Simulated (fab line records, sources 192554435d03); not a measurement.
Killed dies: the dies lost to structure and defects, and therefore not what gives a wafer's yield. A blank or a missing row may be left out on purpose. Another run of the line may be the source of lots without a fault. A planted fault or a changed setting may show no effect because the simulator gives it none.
fab line records + flow n5_finfet
record
- lots=6
- wafers=16
- last_day=18
route steps=1938 shown WELL_APT@28 BEOL_M4@1111 PASSIVATION@1936
lots that met no fault: from a run of the same line without faults
start_h: the number of hours between the record's first day and the start of the first shown wafer of the lot + wait_h: how many hours have passed since the lot's step before this one + " repeats the value in the row above + L1.1+2: a row that stands for several wafers + - no value present, or no start provided + * or withheld: withheld + < > ~ a bound
route shown NAME@n: NAME is a module with steps in the file, n the number in the route of the first one + usual: the fault-free wafers' mean and standard deviation + same: alike in all rows + chamber/n: place in a boat + sites: each site's reading + _std_site: standard deviation of those values + _edge_site: mean of outer sites minus mean of inner sites + radius_mm: how far each site lies from the wafer's centre + mask NAME#n: copy n + behind: the tool/chamber that last shaped the wafer + hold: cause of the lot's hold/its duration in hours/its outcome + device: transistor that didn't switch, given as n, p or np + end of line: at the end of the route, the tests of the same wafers + where a step has no rows: the recipe by itself + killed: count of dies lost to structure and defects at first sort (not the wafer's yield) + map: the dies of a wafer, with x for killed, . for not killed, _ for no die there
set.NAME: the setting that was run; set.NAME@STEP: the one run at that earlier step + model.NAME: the simulator's own value behind a step, which no gauge read
lots seen at some steps along the route; tables by step, rows by wafer
services: the hour from which a tool's chamber was out of use, counted from the record's first day as start_h (under 0 if before that day), plus the number of hours and why
## steps
# step N5_WELL_APT_CD_MEAS_08
# recipe
- target_cd_nm=200
- landing_energy_ev=500
- detector=se_inlens
# usual
- cd_nm=200.4/2
| lot.wafer | tool      | chamber | start_h | wait_h | cd_nm |
|-----------|-----------|---------|---------|--------|-------|
| L914.1    | cd_sem-02 | 0       | 43.65   | -      | 202.9 |
| L914.2    | "         | 0       | "       | "      | 205.7 |
| L914.5    | "         | 0       | "       | "      | 201.2 |
| L922.1    | cd_sem-03 | 0       | 92.00   | -      | 198.9 |
| L922.3    | "         | 0       | "       | "      | 197.8 |
| L922.5    | "         | 0       | "       | "      | 198.6 |
| L925.4    | cd_sem-01 | 0       | 109.69  | -      | 201.3 |
| L925.6    | "         | 0       | "       | "      | 199.9 |
| L926.1    | cd_sem-01 | 0       | 115.56  | -      | 199.2 |
| L926.5    | "         | 0       | "       | "      | 199.3 |
| L930.2    | cd_sem-03 | 0       | 139.93  | -      | 201.9 |
| L930.3    | "         | 0       | "       | "      | 198.7 |
| L930.4    | "         | 0       | "       | "      | 199.3 |
| L931.4    | cd_sem-01 | 0       | 145.68  | -      | 200.5 |
| L931.5    | "         | 0       | "       | "      | 198.8 |
| L931.6    | "         | 0       | "       | "      | 198.5 |
# step N5_WELL_APT_OVL_MEAS_09
# recipe
- points_per_wafer=44
# usual
- NWELL_OVL=2/5
| lot.wafer | tool       | chamber | start_h | wait_h | NWELL_OVL[nm] |
|-----------|------------|---------|---------|--------|---------------|
| L914.1    | overlay-01 | 0       | 43.68   | 0.0    | 10            |
| L914.2    | "          | 0       | "       | "      | -2            |
| L914.5    | "          | 0       | "       | "      | 4             |
| L922.1    | overlay-02 | 0       | 92.03   | 0.0    | 0             |
| L922.3    | "          | 0       | "       | "      | 6             |
| L922.5    | "          | 0       | "       | "      | -2            |
| L925.4    | overlay-01 | 0       | 109.72  | 0.0    | 2             |
| L925.6    | "          | 0       | "       | "      | 5             |
| L926.1    | overlay-01 | 0       | 115.59  | 0.0    | 2             |
| L926.5    | "          | 0       | "       | "      | -4            |
| L930.2    | overlay-02 | 0       | 139.96  | 0.0    | 8             |
| L930.3    | "          | 0       | "       | "      | 7             |
| L930.4    | "          | 0       | "       | "      | 7             |
| L931.4    | overlay-02 | 0       | 145.71  | 0.0    | 3             |
| L931.5    | "          | 0       | "       | "      | 6             |
| L931.6    | "          | 0       | "       | "      | 5             |
# step N5_WELL_APT_INSPECT_10
# recipe
- mode=adi
- inspect_instrument=macro
# usual
- raw_defect_count=2.1/1.4
| lot.wafer | tool              | chamber | start_h | wait_h | raw_defect_count |
|-----------|-------------------|---------|---------|--------|------------------|
| L914.1    | defect_inspect-02 | -       | 43.70   | 0.0    | 1                |
| L914.2    | "                 | -       | "       | "      | 2                |
| L914.5    | "                 | -       | "       | "      | 1                |
| L922.1    | defect_inspect-01 | -       | 92.05   | 0.0    | 1                |
| L922.3    | "                 | -       | "       | "      | 1                |
| L922.5    | "                 | -       | "       | "      | 1                |
| L925.4    | defect_inspect-02 | -       | 109.74  | 0.0    | 2                |
| L925.6    | "                 | -       | "       | "      | 3                |
| L926.1    | defect_inspect-01 | -       | 115.61  | 0.0    | 1                |
| L926.5    | "                 | -       | "       | "      | 2                |
| L930.2    | defect_inspect-01 | -       | 139.99  | 0.0    | 0                |
| L930.3    | "                 | -       | "       | "      | 3                |
| L930.4    | "                 | -       | "       | "      | 2                |
| L931.4    | defect_inspect-01 | -       | 145.74  | 0.0    | 3                |
| L931.5    | "                 | -       | "       | "      | 0                |
| L931.6    | "                 | -       | "       | "      | 5                |
# step N5_WELL_APT_DESCUM_13
# recipe
- chemistry=O2
- time_s=7.9
- source_power_w=50
- bias_power_w=20
- pressure_mtorr=20
- rf_frequency_hz=2.712e+07
- temp_c=40
- o2_flow_sccm=225
# usual
- drypump_motor_current_A=5.68/0.29
- oes_product_au=0.78/0.084
- rf_vpp_V=243.3/1.4
- showerhead_plenum_p_Torr=2.09/0.08
- throttle_valve_pct=20.48/0.24
| lot.wafer | tool        | chamber | start_h | wait_h | drypump_motor_current_A | oes_product_au | rf_hours_counter_h | rf_vpp_V | showerhead_plenum_p_Torr | throttle_valve_pct |
|-----------|-------------|---------|---------|--------|-------------------------|----------------|--------------------|----------|--------------------------|--------------------|
| L914.1    | rie_diel-03 | 1       | 43.73   | 0.0    | 5.38                    | 0.75           | 169                | 241.3    | 1.99                     | 20.51              |
| L914.2    | "           | 2       | "       | "      | 5.72                    | 0.79           | 128                | 240.7    | 2.01                     | 20.30              |
| L914.5    | "           | 1       | "       | "      | 5.37                    | 0.76           | -                  | 241.8    | 1.99                     | 20.51              |
| L922.1    | rie_diel-03 | 3       | 92.09   | 0.0    | 5.63                    | 0.90           | 31                 | 244.9    | 2.13                     | 20.26              |
| L922.3    | "           | 2       | "       | "      | 5.67                    | 0.77           | 142                | 241.1    | 2.01                     | 20.34              |
| L922.5    | "           | 1       | "       | "      | 5.38                    | 0.75           | -                  | 242.8    | 1.98                     | 20.53              |
| L925.4    | rie_diel-05 | 0       | 109.81  | 0.1    | 5.78                    | 0.76           | -                  | 242.6    | 2.06                     | 20.18              |
| L925.6    | "           | 2       | "       | "      | 5.85                    | 1.00           | -                  | 242.3    | 2.05                     | 20.61              |
| L926.1    | rie_diel-03 | 3       | 115.65  | 0.0    | 5.61                    | 0.88           | 39                 | 243.1    | 2.13                     | 20.26              |
| L926.5    | "           | 1       | "       | "      | 5.35                    | 0.72           | -                  | 240.2    | 1.98                     | 20.53              |
| L930.2    | rie_diel-03 | 3       | 140.02  | 0.0    | 5.63                    | 0.86           | 47                 | 242.9    | 2.12                     | 20.27              |
| L930.3    | "           | 1       | "       | "      | 5.38                    | 0.72           | 197                | 242.0    | 1.98                     | 20.54              |
| L930.4    | "           | 2       | "       | "      | 5.73                    | 0.75           | 158                | 241.1    | 2.00                     | 20.36              |
| L931.4    | rie_diel-03 | 1       | 146.24  | 0.5    | 5.38                    | 0.72           | -                  | 242.6    | 1.98                     | 20.55              |
| L931.5    | "           | 3       | "       | "      | 5.58                    | 0.84           | -                  | 243.6    | 2.12                     | 20.27              |
| L931.6    | "           | 0       | "       | "      | 5.54                    | 0.71           | -                  | 245.6    | 2.17                     | 20.82              |
# step N5_WELL_APT_IMPLANT_14
# recipe
- species=P
- energy_kev=160
- dose_cm2=1.5e+13
- tilt_deg=0
- rotation_deg=0
# step N5_WELL_APT_IMPLANT_15
# recipe
- species=As
- energy_kev=25
- dose_cm2=1.5e+13
- tilt_deg=0
- rotation_deg=0
# step N5_WELL_APT_STRIP_16
# recipe
- chemistry=SPM
- time_s=900
- temp_c=130
- h2so4_h2o2_vol_ratio=4
- dry=ipa_marangoni
# step N5_WELL_APT_HMDS_18
# recipe
- time_s=60
- temp_c=120
# step N5_WELL_APT_COAT_19
# recipe
- spin_rpm=1357
- resist_thk_nm=950
# step N5_WELL_APT_EBR_21
# recipe
- solvent=PGMEA
- ebr_width_mm=1.5
# step N5_WELL_APT_SOFTBAKE_20
# recipe
- temp_c=130
- time_s=60
# step N5_WELL_APT_EXPOSE_22
# recipe
- mask_id=PWELL
- na=0.8
- source_shape=conventional
- sigma_outer=0.8
- polarization=unpolarized
- defocus_nm=0
- target_cd_nm=200
- dose_mj=23.2
# step N5_WELL_APT_PEB_23
# recipe
- peb_temp_c=130
- peb_time_s=90
# usual
- resist_line_temp_C=23.00/0.11
| lot.wafer | tool           | chamber | start_h | wait_h | resist_line_temp_C |
|-----------|----------------|---------|---------|--------|--------------------|
| L914.1    | litho_track-04 | 0       | 44.81   | 0.1    | 22.82              |
| L914.2    | "              | 0       | "       | "      | 22.81              |
| L914.5    | "              | 0       | "       | "      | 22.91              |
| L922.1    | litho_track-04 | 0       | 93.13   | 0.1    | 23.12              |
| L922.3    | "              | 0       | "       | "      | 22.94              |
| L922.5    | "              | 0       | "       | "      | 23.02              |
| L925.4    | litho_track-04 | 0       | 110.82  | 0.0    | 23.13              |
| L925.6    | "              | 0       | "       | "      | 23.08              |
| L926.1    | litho_track-04 | 0       | 116.71  | 0.1    | 22.98              |
| L926.5    | "              | 0       | "       | "      | 22.97              |
| L930.2    | litho_track-05 | 0       | 141.06  | 0.0    | 22.99              |
| L930.3    | "              | 0       | "       | "      | 22.85              |
| L930.4    | "              | 0       | "       | "      | 23.02              |
| L931.4    | litho_track-03 | 0       | 147.14  | 0.0    | 22.93              |
| L931.5    | "              | 0       | "       | "      | 22.97              |
| L931.6    | "              | 0       | "       | "      | 23.01              |
# step N5_WELL_APT_DEVELOP_24
# recipe
- develop_time_s=45
- rinse_liquid=surfactant_rinse
- dry=air_spin
- dev_temp_c=21
# step N5_WELL_APT_HARDBAKE_29
# recipe
- temp_c=130
- time_s=120
# step N5_WELL_APT_CD_MEAS_25
# recipe
- target_cd_nm=200
- landing_energy_ev=500
- detector=se_inlens
# usual
- cd_nm=199.1/2.4
| lot.wafer | tool      | chamber | start_h | wait_h | cd_nm |
|-----------|-----------|---------|---------|--------|-------|
| L914.1    | cd_sem-03 | 0       | 44.93   | -      | 198.8 |
| L914.2    | "         | 0       | "       | "      | 203.6 |
| L914.5    | "         | 0       | "       | "      | 199.8 |
| L922.1    | cd_sem-02 | 0       | 93.24   | -      | 203.1 |
| L922.3    | "         | 0       | "       | "      | 202.1 |
| L922.5    | "         | 0       | "       | "      | 197.8 |
| L925.4    | cd_sem-03 | 0       | 110.93  | -      | 199.8 |
| L925.6    | "         | 0       | "       | "      | 207.1 |
| L926.1    | cd_sem-01 | 0       | 116.82  | -      | 201.1 |
| L926.5    | "         | 0       | "       | "      | 206.6 |
| L930.2    | cd_sem-01 | 0       | 141.18  | -      | 195.8 |
| L930.3    | "         | 0       | "       | "      | 195.3 |
| L930.4    | "         | 0       | "       | "      | 197.9 |
| L931.4    | cd_sem-01 | 0       | 147.26  | -      | 203.7 |
| L931.5    | "         | 0       | "       | "      | 198.0 |
| L931.6    | "         | 0       | "       | "      | 205.7 |
# step N5_WELL_APT_OVL_MEAS_26
# recipe
- points_per_wafer=44
# usual
- PWELL_OVL=2/5.5
| lot.wafer | tool       | chamber | start_h | wait_h | PWELL_OVL[nm] |
|-----------|------------|---------|---------|--------|---------------|
| L914.1    | overlay-02 | 0       | 44.96   | 0.0    | 2             |
| L914.2    | "          | 0       | "       | "      | -4            |
| L914.5    | "          | 0       | "       | "      | -2            |
| L922.1    | overlay-02 | 0       | 93.27   | 0.0    | 1             |
| L922.3    | "          | 0       | "       | "      | 7             |
| L922.5    | "          | 0       | "       | "      | 6             |
| L925.4    | overlay-02 | 0       | 110.96  | 0.0    | -5            |
| L925.6    | "          | 0       | "       | "      | 8             |
| L926.1    | overlay-01 | 0       | 116.85  | 0.0    | 1             |
| L926.5    | "          | 0       | "       | "      | 7             |
| L930.2    | overlay-02 | 0       | 141.21  | 0.0    | -10           |
| L930.3    | "          | 0       | "       | "      | -1            |
| L930.4    | "          | 0       | "       | "      | -10           |
| L931.4    | overlay-01 | 0       | 147.29  | 0.0    | -6            |
| L931.5    | "          | 0       | "       | "      | 5             |
| L931.6    | "          | 0       | "       | "      | -2            |
# step N5_WELL_APT_INSPECT_27
# recipe
- mode=adi
- inspect_instrument=macro
# usual
- raw_defect_count=1.9/1.3
| lot.wafer | tool              | chamber | start_h | wait_h | raw_defect_count |
|-----------|-------------------|---------|---------|--------|------------------|
| L914.1    | defect_inspect-01 | -       | 44.98   | 0.0    | 2                |
| L914.2    | "                 | -       | "       | "      | 2                |
| L914.5    | "                 | -       | "       | "      | 6                |
| L922.1    | defect_inspect-01 | -       | 93.30   | 0.0    | 0                |
| L922.3    | "                 | -       | "       | "      | 0                |
| L922.5    | "                 | -       | "       | "      | 2                |
| L925.4    | defect_inspect-02 | -       | 110.99  | 0.0    | 1                |
| L925.6    | "                 | -       | "       | "      | 1                |
| L926.1    | defect_inspect-01 | -       | 116.88  | 0.0    | 1                |
| L926.5    | "                 | -       | "       | "      | 3                |
| L930.2    | defect_inspect-02 | -       | 141.23  | 0.0    | 1                |
| L930.3    | "                 | -       | "       | "      | 0                |
| L930.4    | "                 | -       | "       | "      | 4                |
| L931.4    | defect_inspect-01 | -       | 147.31  | 0.0    | 4                |
| L931.5    | "                 | -       | "       | "      | 4                |
| L931.6    | "                 | -       | "       | "      | 2                |
# step N5_WELL_APT_DESCUM_30
# recipe
- chemistry=O2
- time_s=7.9
- source_power_w=50
- bias_power_w=20
- pressure_mtorr=20
- rf_frequency_hz=2.712e+07
- temp_c=40
- o2_flow_sccm=225
# usual
- drypump_motor_current_A=5.72/0.29
- oes_product_au=0.79/0.1
- rf_vpp_V=243.2/1.3
- showerhead_plenum_p_Torr=2.09/0.074
- throttle_valve_pct=20.48/0.27
| lot.wafer | tool        | chamber | start_h | wait_h | drypump_motor_current_A | oes_product_au | rf_hours_counter_h | rf_vpp_V | showerhead_plenum_p_Torr | throttle_valve_pct | model.WELL_APT.cd_nm |
|-----------|-------------|---------|---------|--------|-------------------------|----------------|--------------------|----------|--------------------------|--------------------|----------------------|
| L914.1    | rie_diel-05 | 1       | 45.02   | 0.0    | 5.84                    | 0.98           | 6                  | 243.6    | 2.16                     | 20.21              | 198.8                |
| L914.2    | "           | 3       | "       | "      | 5.27                    | 0.68           | 229                | 243.0    | 2.04                     | 20.93              | 203.5                |
| L914.5    | "           | 2       | "       | "      | 5.85                    | 0.69           | -                  | 244.5    | 2.05                     | 20.94              | 199.9                |
| L922.1    | rie_diel-01 | 0       | 93.33   | 0.0    | 6.23                    | 0.82           | 87                 | 244.2    | 2.10                     | 20.33              | 203.1                |
| L922.3    | "           | 1       | "       | "      | 5.94                    | 0.83           | 71                 | 245.2    | 2.24                     | 20.39              | 202.2                |
| L922.5    | "           | 1       | "       | "      | 5.93                    | 0.84           | -                  | 244.9    | 2.23                     | 20.39              | 197.6                |
| L925.4    | rie_diel-05 | 0       | 111.30  | 0.3    | 5.79                    | 0.76           | -                  | 244.2    | 2.06                     | 20.19              | 199.7                |
| L925.6    | "           | 2       | "       | "      | 5.84                    | 1.00           | -                  | 243.4    | 2.05                     | 20.59              | 207.2                |
| L926.1    | rie_diel-05 | 2       | 116.91  | 0.0    | 5.83                    | 0.98           | 5                  | 242.0    | 2.04                     | 20.62              | 201.2                |
| L926.5    | "           | 1       | "       | "      | 5.82                    | 0.91           | -                  | 243.3    | 2.16                     | 20.22              | 206.5                |
| L930.2    | rie_diel-03 | 1       | 141.27  | 0.0    | 5.36                    | 0.72           | 198                | 242.2    | 1.98                     | 20.55              | 195.8                |
| L930.3    | "           | 2       | "       | "      | 5.71                    | 0.76           | 159                | 241.8    | 2.00                     | 20.37              | 195.1                |
| L930.4    | "           | 3       | "       | "      | 5.63                    | 0.86           | 48                 | 242.5    | 2.12                     | 20.29              | 198                  |
| L931.4    | rie_diel-03 | 1       | 147.38  | 0.1    | 5.38                    | 0.72           | -                  | 240.4    | 1.98                     | 20.54              | 203.5                |
| L931.5    | "           | 3       | "       | "      | 5.64                    | 0.85           | -                  | 245.6    | 2.12                     | 20.27              | 197.5                |
| L931.6    | "           | 0       | "       | "      | 5.55                    | 0.71           | -                  | 244.6    | 2.17                     | 20.80              | 205.8                |
# step N5_WELL_APT_IMPLANT_31
# recipe
- species=B
- energy_kev=60
- dose_cm2=1.5e+13
- tilt_deg=0
- rotation_deg=0
# step N5_BEOL_M4_RC_MEAS_101
# usual
- DIBL_N=35.4/2.1
- DIBL_P=34.8/2.6
- IOFF_N=0.15/0.037
- IOFF_P=0.19/0.037
- ION_N=677/16
- ION_P=462/9.3
- SS_N=71.4/0.75
- SS_P=72.9/0.77
- VT_N=250/3.7
- VT_P=-251/3.5
| lot.wafer | tool      | chamber | start_h | wait_h | DIBL_N[mV/V] | DIBL_P[mV/V] | IOFF_N[nA/um] | IOFF_P[nA/um] | ION_N[uA/um] | ION_P[uA/um] | SS_N[mV/dec] | SS_P[mV/dec] | VT_N[mV] | VT_P[mV] |
|-----------|-----------|---------|---------|--------|--------------|--------------|---------------|---------------|--------------|--------------|--------------|--------------|----------|----------|
| L914.1    | prober-02 | 0       | 204.14  | 0.0    | 38.2         | 39.3         | 0.21          | 0.27          | 688          | 476          | 71.7         | 74.3         | 243      | -247     |
| L914.2    | "         | 0       | "       | "      | 31.5         | 31.1         | 0.10          | 0.14          | 655          | 455          | 70.4         | 71.9         | 253      | -256     |
| L914.5    | "         | 0       | "       | "      | 34.1         | 33.8         | 0.13          | 0.18          | 675          | 458          | 71.5         | 72.8         | 251      | -250     |
| L922.1    | prober-01 | 0       | 252.68  | 0.0    | 33.1         | 30.6         | 0.10          | 0.15          | 659          | 451          | 71.0         | 72.1         | 258      | -251     |
| L922.3    | "         | 0       | "       | "      | 38.2         | 37.7         | 0.21          | 0.27          | 674          | 465          | 71.9         | 74.2         | 246      | -246     |
| L922.5    | "         | 0       | "       | "      | 35.0         | 35.3         | 0.15          | 0.22          | 677          | 465          | 71.0         | 73.6         | 246      | -248     |
| L926.1    | prober-01 | 0       | 269.81  | 0.0    | 33.0         | 32.2         | 0.12          | 0.15          | 667          | 451          | 71.0         | 72.1         | 253      | -254     |
| L926.5    | "         | 0       | "       | "      | 34.8         | 35.3         | 0.15          | 0.19          | 678          | 465          | 70.8         | 73.2         | 252      | -252     |
| L925.4    | prober-01 | 0       | 279.30  | 0.5    | 38.2         | 35.7         | 0.21          | 0.19          | 662          | 452          | 73.7         | 72.4         | 251      | -252     |
| L925.6    | "         | 0       | "       | "      | 38.4         | 37.6         | 0.22          | 0.24          | 669          | 460          | 72.4         | 73.7         | 249      | -248     |
| L930.2    | prober-01 | 0       | 303.96  | 0.4    | 34.6         | 33.3         | 0.14          | 0.18          | 689          | 466          | 70.8         | 73.1         | 249      | -250     |
| L930.3    | "         | 0       | "       | "      | 34.0         | 33.2         | 0.13          | 0.18          | 675          | 467          | 71.4         | 72.7         | 251      | -249     |
| L930.4    | "         | 0       | "       | "      | 36.0         | 35.2         | 0.17          | 0.20          | 711          | 477          | 71.4         | 73.9         | 246      | -252     |
| L931.4    | prober-01 | 0       | 327.77  | 0.5    | 34.0         | 33.9         | 0.13          | 0.20          | 675          | 474          | 70.4         | 71.8         | 249      | -246     |
| L931.5    | "         | 0       | "       | "      | 33.2         | 32.4         | 0.12          | 0.19          | 665          | 467          | 70.2         | 71.5         | 251      | -248     |
| L931.6    | "         | 0       | "       | "      | 35.3         | 34.1         | 0.14          | 0.19          | 678          | 465          | 72.1         | 72.5         | 252      | -249     |
# step N5_PASSIVATION_PROBE_49
# usual
- defect_limited_yield=90.5/1.7
- killed_at_M0_to_M3=37/12
- killed_at_M4_up=14/5.2
- killed_at_contacts=12/5.9
- killed_at_front_end=45/14
- killed_at_other=3.5/2.8
- killed_dies=112/21
- killed_open=73/15
- killed_short=36/8.9
- sort_bin_5_function=5.6/1.2
- sort_bin_6_memory=3.5/0.68
- sort_n_pass=1068/21
- sort_yield_pct=90.5/1.8
# same
- gross_dies=1180
- killed_at_back_side=0
- sort_bin_4_leakage[%]=0
- sort_bin_8_speed[%]=0
| lot.wafer | tool      | chamber | start_h | wait_h | defect_limited_yield[%] | killed_at_M0_to_M3 | killed_at_M4_up | killed_at_contacts | killed_at_front_end | killed_at_other | killed_dies | killed_open | killed_short | sort_bin_5_function[%] | sort_bin_6_memory[%] | sort_n_pass | sort_yield_pct[%] |
|-----------|-----------|---------|---------|--------|-------------------------|--------------------|-----------------|--------------------|---------------------|-----------------|-------------|-------------|--------------|------------------------|----------------------|-------------|-------------------|
| L925.6    | prober-01 | -       | 380.16  | 0.8    | 90.7                    | 42                 | 9               | 7                  | 44                  | 8               | 110         | 75          | 32           | 5.0                    | 4.1                  | 1070        | 90.7              |
# killed by level:class
L925.6 FIN_SAQP:geometric_particle:open=9 BEOL_M0_SAQP:geometric_particle:open=9 BEOL_M0_SAQP:geometric_particle:short=7 FIN_SAQP:geometric_particle:short=6 STI_FIN_REVEAL:geometric_particle:open=6 MOL_CONTACT_COAG:geometric_particle:open=6 BEOL_M1:geometric_particle:open=6 BEOL_M2:geometric_particle:open=6
## services
| tool           | chamber | start_h | hours | kind                          |
|----------------|---------|---------|-------|-------------------------------|
| rie_diel-03    | -       | 33.78   | 0.2   | repair                        |
| rie_diel-03    | 1       | 52.70   | 4.1   | repair                        |
| rie_diel-03    | 2       | 60.98   | 1.8   | repair                        |
| rie_diel-01    | -       | 87.14   | 1.0   | repair                        |
| rie_diel-05    | 2       | 88.44   | -     | clean                         |
| rie_diel-05    | 2       | 88.44   | -     | consumable_replace:focus_ring |
| rie_diel-05    | 2       | 88.44   | 17.2  | scheduled_down                |
| rie_diel-05    | 2       | 88.44   | 17.2  | vent_cycle                    |
| rie_diel-05    | 3       | 109.75  | -     | clean                         |
| rie_diel-05    | 3       | 109.75  | -     | consumable_replace:focus_ring |
| rie_diel-05    | 3       | 109.75  | 20.4  | scheduled_down                |
| rie_diel-05    | 3       | 109.75  | 20.4  | vent_cycle                    |
| litho_track-04 | -       | 111.76  | -     | consumable_replace:filter     |
| rie_diel-01    | 2       | 134.57  | -     | clean                         |
| rie_diel-01    | 2       | 134.57  | -     | consumable_replace:esc        |
| rie_diel-01    | 2       | 134.57  | -     | consumable_replace:focus_ring |
| rie_diel-01    | -       | 141.22  | 1.0   | repair                        |
| rie_diel-05    | -       | 143.37  | 14.6  | pm                            |
## key
first_sign
- step=N5_WELL_APT_CD_MEAS_25
- reading=cd_nm
- direction=up
- sigmas=3.2
- usual=199.1
- struck=206.9
effect none on later readings
model_effect
- step=N5_WELL_APT_DESCUM_30
- value=WELL_APT.cd_nm
- without=197.3
- struck=206.9
met_at N5_WELL_APT_PEB_23
struck_wafers L925.6,L926.5
onset_between 93.13 110.82
fault
- kind=process_parameter_drift
- tool=litho_track-04
- chamber=-
- onset_h=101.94
- steps=N5_WELL_APT_PEB_23
- channel=peb_time_s
- offset=*
- shape=step
- end_h=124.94
- scope=struck_wafers_only
- acts_in=*
- stated=*
